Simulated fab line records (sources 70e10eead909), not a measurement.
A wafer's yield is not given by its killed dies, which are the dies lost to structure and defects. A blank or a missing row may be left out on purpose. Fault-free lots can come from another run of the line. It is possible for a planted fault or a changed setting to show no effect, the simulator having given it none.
Chamber matching :: flow nand-harc :: 3 sister chambers for NHARC_THIN_TSV_DEP_43 on pecvd-01
The step deposits SiO2, target thk 1328.5 nm. 20 wafers are shown with their chamber, then 10 later ones without.

EACH WAFER AND ITS CHAMBER
wafer: L266.2
chamber: 1
throttle-valve-pct (%): 14.9

wafer: L266.5
chamber: 0
throttle-valve-pct (%): 16.0

wafer: L266.6
chamber: 1
throttle-valve-pct (%): 15.3

wafer: L265.2
chamber: 2
throttle-valve-pct (%): 15.8

wafer: L265.3
chamber: 0
throttle-valve-pct (%): 15.9

wafer: L265.6
chamber: 2
throttle-valve-pct (%): 15.7

wafer: L269.2
chamber: 2
throttle-valve-pct (%): 16.0

wafer: L269.5
chamber: 0
throttle-valve-pct (%): 15.5

wafer: L269.6
chamber: 2
throttle-valve-pct (%): 16.0

wafer: L271.1
chamber: 1
throttle-valve-pct (%): 15.1

wafer: L271.2
chamber: 2
throttle-valve-pct (%): 15.7

wafer: L271.6
chamber: 1
throttle-valve-pct (%): 15.6

wafer: L275.3
chamber: 2
throttle-valve-pct (%): 15.9

wafer: L275.5
chamber: 0
throttle-valve-pct (%): 15.8

wafer: L275.6
chamber: 2
throttle-valve-pct (%): 16.0

wafer: L272.2
chamber: 1
throttle-valve-pct (%): 15.4

wafer: L272.3
chamber: 2
throttle-valve-pct (%): 16.2

wafer: L272.5
chamber: 1
throttle-valve-pct (%): 15.0

wafer: L274.1
chamber: 2
throttle-valve-pct (%): 16.2

wafer: L274.3
chamber: 0
throttle-valve-pct (%): 16.1

SIGNATURES (means of the wafers above)
reading: throttle-valve-pct
chamber 0: 15.860
chamber 1: 15.217
chamber 2: 15.944
scatter within a chamber: 0.223
Rule: a wafer's distance from a chamber is the root of the sum, over the readings, of the square of ((its reading less the chamber's mean) divided by the reading's scatter). The wafer belongs to the nearest chamber; if the next one is less than 2 further off, it can't be placed. The scatter: the root of (the sum of the squares of (reading less its chamber's mean) over the shown wafers, divided by (wafers less chambers)).

WAFERS MISSING THEIR CHAMBER
wafer: L274.6
throttle-valve-pct (%): 15.2

wafer: L276.1
throttle-valve-pct (%): 15.9

wafer: L276.2
throttle-valve-pct (%): 15.4

wafer: L276.3
throttle-valve-pct (%): 16.2

wafer: L280.1
throttle-valve-pct (%): 15.5

wafer: L280.3
throttle-valve-pct (%): 15.1

wafer: L280.5
throttle-valve-pct (%): 16.3

wafer: L287.3
throttle-valve-pct (%): 15.5

wafer: L287.4
throttle-valve-pct (%): 16.5

wafer: L287.5
throttle-valve-pct (%): 15.6

WHICH CHAMBER EACH WENT THROUGH
wafer: L274.6
from the rows above: 1
in truth: 1

wafer: L276.1
from the rows above: can't be placed: 0 or 2
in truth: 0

wafer: L276.2
from the rows above: can't be placed: 1 or 0 or 2
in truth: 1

wafer: L276.3
from the rows above: can't be placed: 2 or 0
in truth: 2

wafer: L280.1
from the rows above: can't be placed: 1 or 0 or 2
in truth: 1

wafer: L280.3
from the rows above: 1
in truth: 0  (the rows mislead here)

wafer: L280.5
from the rows above: can't be placed: 2 or 0
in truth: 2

wafer: L287.3
from the rows above: can't be placed: 1 or 0 or 2
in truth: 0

wafer: L287.4
from the rows above: can't be placed: 2 or 0
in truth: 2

wafer: L287.5
from the rows above: can't be placed: 0 or 2 or 1
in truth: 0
Correct placement for 1 of the 10. Can't be placed from these rows: 8 (the true chamber is among the candidates in 8). Wrongly placed: 1.
